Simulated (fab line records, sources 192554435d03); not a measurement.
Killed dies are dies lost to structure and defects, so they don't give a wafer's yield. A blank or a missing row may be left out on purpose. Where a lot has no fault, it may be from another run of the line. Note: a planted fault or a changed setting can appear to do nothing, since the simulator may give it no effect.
Lot-split experiment -- flow n5Finfet -- 21 wafers read across 7 lots, on a route 1938 steps long

SPLIT DETAILS
At N5_BEOL_M5_EXPOSE_08 (exposes mask M5, target cd 28 nm), the setting doseMj was moved away from the recipe's 35.75 on 4 of the 21 wafers read, by -7.2% to +2.2%. This setting was run at the recipe's value on the other wafers.

FROM THE SPLIT TO THE READING: what the file shows between them, 25 steps
- N5_BEOL_M5_PEB_09: peb time 60 s
- N5_BEOL_M5_DEVELOP_10: develop time 30 s
- N5_BEOL_M5_CD_MEAS_11: target cd 27.74 nm
- N5_BEOL_M5_DESCUM_16: chemistry O2, time 7 s
- N5_BEOL_M5_ETCH_72: etches underlayer in N2/H2, target depth 6.5 nm, time 5.2 s
- N5_BEOL_M5_ETCH_61: etches SiARC in CF4, target depth 15.6 nm, time 26 s
- N5_BEOL_M5_ETCH_62: etches SOC in N2/H2, target depth 75 nm, overetch 15 nm, time 112.5 s
- N5_BEOL_M5_STRIP_63: strips in N2/H2
- N5_BEOL_M5_STRIP_73: strips in N2/H2
- N5_BEOL_M5_HM_OPEN_17: chemistry Cl2/BCl3, target TiN, target depth 20 nm, overetch 6 nm
- N5_BEOL_M5_STRIP_19: strips in O2
- N5_BEOL_M5_CD_MEAS_18: pitch 56 nm, target cd 28 nm
- N5_BEOL_M5_COAT_65: time 60 s, resist thk 60 nm
- N5_BEOL_M5_COAT_66: time 60 s, resist thk 12 nm
- N5_BEOL_M5_DESCUM_33: chemistry O2, time 7 s
- N5_BEOL_M5_ETCH_75: etches underlayer in N2/H2, target depth 6.5 nm, time 5.2 s
- N5_BEOL_M5_ETCH_67: etches SiARC in CF4, target depth 15.6 nm, time 26 s
- N5_BEOL_M5_ETCH_68: etches SOC in N2/H2, target depth 80 nm, overetch 16 nm, time 120 s
- N5_BEOL_M5_STRIP_69: strips in N2/H2
- N5_BEOL_M5_STRIP_76: strips in N2/H2
- N5_BEOL_M5_VIA_ETCH_34: etches SiCOH lowk in C4F6/O2, target depth 88.3 nm, time 39.2 s
- N5_BEOL_M5_STRIP_85: strips in C4F6/O2
- N5_BEOL_M5_STRIP_36: strips in N2/H2
- N5_BEOL_M5_PRECLEAN_42: cleans in residue remover, time 60 s
- N5_BEOL_M5_SRD_43: time 30 s

THE READING
cdNm, in nm, at N5_BEOL_M5_CD_MEAS_35 (target cd 28 nm, target cd y 24 nm). On this fab line, fault-free wafers typically give 28.1 nm with a standard deviation of 0.32 nm.

wafer,"tool, chamber at the split",doseMj as run,against the recipe,"cdNm, nm",against lot-mates on the recipe
L076.1,"euvScanner-02, 0",36.53,+2.2%,28.9,+0.1
L076.3,"euvScanner-02, 0",35.75,recipe,29.0,-
L076.5,"euvScanner-02, 0",35.75,recipe,28.5,-
L077.1,"euvScanner-01, 0",35.75,recipe,28.0,-
L077.2,"euvScanner-01, 0",33.82,-5.4%,26.6,-1.4
L077.4,"euvScanner-01, 0",35.75,recipe,28.1,-
L081.2,"euvScanner-02, 0",35.75,recipe,27.8,-
L081.3,"euvScanner-02, 0",35.75,recipe,27.7,-
L081.5,"euvScanner-02, 0",35.75,recipe,27.9,-
L086.4,"euvScanner-02, 0",35.75,recipe,28.1,-
L086.5,"euvScanner-02, 0",35.75,recipe,27.9,-
L086.6,"euvScanner-02, 0",35.75,recipe,28.2,-
L092.1,"euvScanner-01, 0",35.75,recipe,27.9,-
L092.3,"euvScanner-01, 0",35.75,recipe,28.0,-
L092.6,"euvScanner-01, 0",35.75,recipe,27.9,-
L094.1,"euvScanner-01, 0",33.96,-5.0%,27.1,-1.3
L094.5,"euvScanner-01, 0",35.75,recipe,28.7,-
L094.6,"euvScanner-01, 0",35.75,recipe,28.2,-
L096.1,"euvScanner-01, 0",33.18,-7.2%,26.2,-1.7
L096.5,"euvScanner-01, 0",35.75,recipe,27.8,-
L096.6,"euvScanner-01, 0",35.75,recipe,27.9,-

THE FIT
A straight line over all 21 wafers: cdNm changes by +0.26 nm for each +1% of doseMj; r = +0.87; the points scatter about the line by 0.33 nm.
The same after taking each lot's own level away (the mean of its wafers on the recipe; 21 wafers): +0.238 nm for each +1%; r = +0.96; scatter 0.16 nm.
According to that fit, moving doseMj by its largest amount changes the reading by 1.7 nm.
The span of the lots' own levels, 27.80 to 28.75 nm, comes to 3.0 times the standard deviation stated above.
Consequently the slope shifts little with the lot-to-lot level, the two slopes agreeing.
Check: with one of the wafers moved furthest among these (-7.2%) left out of the fit, the line predicts -1.82 nm for it against its lot-mates. Against them it came out at -1.65 nm.

THE WHOLE CHAIN: every reading that the file lists as answering this split, in the file's order
step,what it does,reading,change (the file's fit),r (the file's)
N5_BEOL_M5_CD_MEAS_11,target cd 27.74 nm,cdNm,+0.254 nm for each +1% of the setting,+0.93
N5_BEOL_M5_DESCUM_16,"chemistry O2, time 7 s","BEOL_M5.cdNm (the simulator's own value, which no gauge read)",+0.256 nm for each +1% of the setting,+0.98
N5_BEOL_M5_ETCH_62,"etches SOC in N2/H2, target depth 75 nm, overetch 15 nm, time 112.5 s","BEOL_M5.cdNm (the simulator's own value, which no gauge read)",+0.271 nm for each +1% of the setting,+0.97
N5_BEOL_M5_CD_MEAS_18,"pitch 56 nm, target cd 28 nm",cdNm,+0.267 nm for each +1% of the setting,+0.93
N5_BEOL_M5_ETCH_75,"etches underlayer in N2/H2, target depth 6.5 nm, time 5.2 s","BEOL_M5.cdNm (the simulator's own value, which no gauge read)",+0.279 nm for each +1% of the setting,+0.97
N5_BEOL_M5_VIA_ETCH_34,"etches SiCOH lowk in C4F6/O2, target depth 88.3 nm, time 39.2 s","BEOL_M5.cdNm (the simulator's own value, which no gauge read)",+0.251 nm for each +1% of the setting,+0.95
N5_BEOL_M5_CD_MEAS_35,"target cd 28 nm, target cd y 24 nm",cdNm,+0.247 nm for each +1% of the setting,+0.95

FILE'S OWN FIT
cdNm changes by +0.247 nm for each +1% of doseMj, r = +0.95.
